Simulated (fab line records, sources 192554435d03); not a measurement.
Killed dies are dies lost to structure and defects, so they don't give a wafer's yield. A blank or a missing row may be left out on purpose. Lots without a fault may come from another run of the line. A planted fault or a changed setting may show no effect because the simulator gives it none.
Chamber matching | flow n5_finfet | N5_BEOL_M5_CO_CAP_78 on cvd_co-02: 3 sister chambers
The step material Co, precursor CCTBA/H2, target thk 2 nm, time 102.1 s. 6 wafers are shown with their chamber, then 12 later ones without.

WAFERS WITH THEIR CHAMBER
wafer  | chamber | heater_power_w (W)
L091.1 | 0       | 250
L091.2 | 1       | 235
L091.6 | 0       | 254
L090.2 | 2       | 230
L090.4 | 1       | 234
L090.5 | 2       | 233

WAFERS WITHOUT THEIR CHAMBER
wafer  | heater_power_w (W)
L092.1 | 256
L092.4 | 234
L092.6 | 234
L093.1 | 247
L093.3 | 233
L093.4 | 244
L094.2 | 260
L094.3 | 231
L094.5 | 250
L097.1 | 233
L097.4 | 233
L097.5 | 250

WHICH CHAMBER EACH WENT THROUGH
wafer  | from the rows above     | in truth
L092.1 | 0                       | 0
L092.4 | can't be placed: 1 or 2 | 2
L092.6 | can't be placed: 1 or 2 | 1
L093.1 | 0                       | 0
L093.3 | can't be placed: 1 or 2 | 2
L093.4 | can't be placed: 0 or 1 | 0
L094.2 | 0                       | 0
L094.3 | can't be placed: 2 or 1 | 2
L094.5 | 0                       | 0
L097.1 | can't be placed: 1 or 2 | 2
L097.4 | can't be placed: 1 or 2 | 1
L097.5 | 0                       | 0
Placed correctly: 5 of 12. Can't be placed from these rows: 7 (the true chamber is among the candidates in 7). Placed wrongly: 0.
How it was worked out, from the rows above alone: a wafer's distance from a chamber is the root of the sum, over the readings, of the square of ((its reading less the chamber's mean) divided by the reading's scatter). The wafer belongs to the nearest chamber; if the next one is less than 2 further off, it can't be placed. A chamber's mean is the mean of its shown wafers. The scatter: the root of (the sum of the squares of (reading less its chamber's mean) over the shown wafers, divided by (wafers less chambers)).
